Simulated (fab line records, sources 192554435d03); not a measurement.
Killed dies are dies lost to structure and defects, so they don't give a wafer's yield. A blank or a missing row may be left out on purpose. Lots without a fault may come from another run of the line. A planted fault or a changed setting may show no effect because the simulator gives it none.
Problem report in the 8D (eight disciplines) form, filled by code | flow n5_finfet | the parts of the form that need people (team, actions taken, sign-off) are left out

1. THE PROBLEM
spin_speed_rpm at N5_BEOL_M10_COAT_63 reads a mean of 1569.9 rpm on 6 wafers of 2 lots; wafers without a fault read 1500.0 rpm with a standard deviation of 1.1. That is +64 standard deviations from the usual mean.
The step: time 60 s, resist thk 100 nm.
First seen on wafer L583.2, day 12 13:45, on litho_track-05. The record holds 32 wafers of 11 lots with a number at this step. Rule for "out", or "out of limits": more than 4 standard deviations from the usual mean. The other wafers with a number count as sound.

2. WHAT IT IS AND WHAT IT IS NOT
question                    | is                     | is not
which readings at this step | spin_speed_rpm         | -
which lots                  | L583, L585             | L576, L577, L580, L582, L594, L595, L596, L598, L599
which wafers of those lots  | all that have a number | -
read on which tools         | litho_track-05         | litho_track-01, litho_track-03
when                        | from day 12 13:45      | up to then (11 sound wafers); but 15 sound wafers of L594, L595, L596, L598, L599 came after

3. SUSPECTS, AND WHAT RULES EACH OUT
Counting: a tool at a process step up to the reading stays a suspect if it ran every lot that is out and no sound lot after the first of them.
- rie_diel-03 at N5_BEOL_M10_DESCUM_16 (chemistry O2, time 7.9 s): ruled out as a lasting fault. Sound lots L595, L598 ran on it after its first lot that is out, L583 (day 12 13:07).
- rie_diel-03 at N5_BEOL_M10_STRIP_67 (strips in CF4): ruled out as a lasting fault. Sound lots L595, L598 ran on it after its first lot that is out, L583 (day 12 13:21).
- litho_track-05 at N5_BEOL_M10_COAT_63 (time 60 s, resist thk 100 nm): ruled out as a lasting fault. Sound lots L599, L598 ran on it after its first lot that is out, L583 (day 12 13:45).
Left after counting: nothing in the record.

4. THE CAUSE (what the simulator had put in)
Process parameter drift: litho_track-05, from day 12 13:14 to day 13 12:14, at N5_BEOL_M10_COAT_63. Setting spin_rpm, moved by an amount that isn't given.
Counting ruled it out, wrongly.

5. THE CHAIN OF EFFECTS, in route order
Each row: a reading whose mean over the struck wafers that have a number lies more than 3 standard deviations from the usual. Only readings for which the record gives a usual standard deviation are gone through. hours: the time from each lot's start at the first step in this table that gives one to its start at this step, as a median over the lots. sigmas: the change in usual standard deviations.
hours | step                | reading        | usual      | on struck wafers | change | sigmas
0     | N5_BEOL_M10_COAT_63 | spin_speed_rpm | 1500.0 rpm | 1569.9           | +69.9  | +64
The process steps in it:
- N5_BEOL_M10_COAT_63: time 60 s, resist thk 100 nm.

6. WHAT WOULD HAVE CAUGHT IT SOONER
In this record the first reading out of limits was taken at day 12 13:45, 1 hour after the fault began at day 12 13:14.
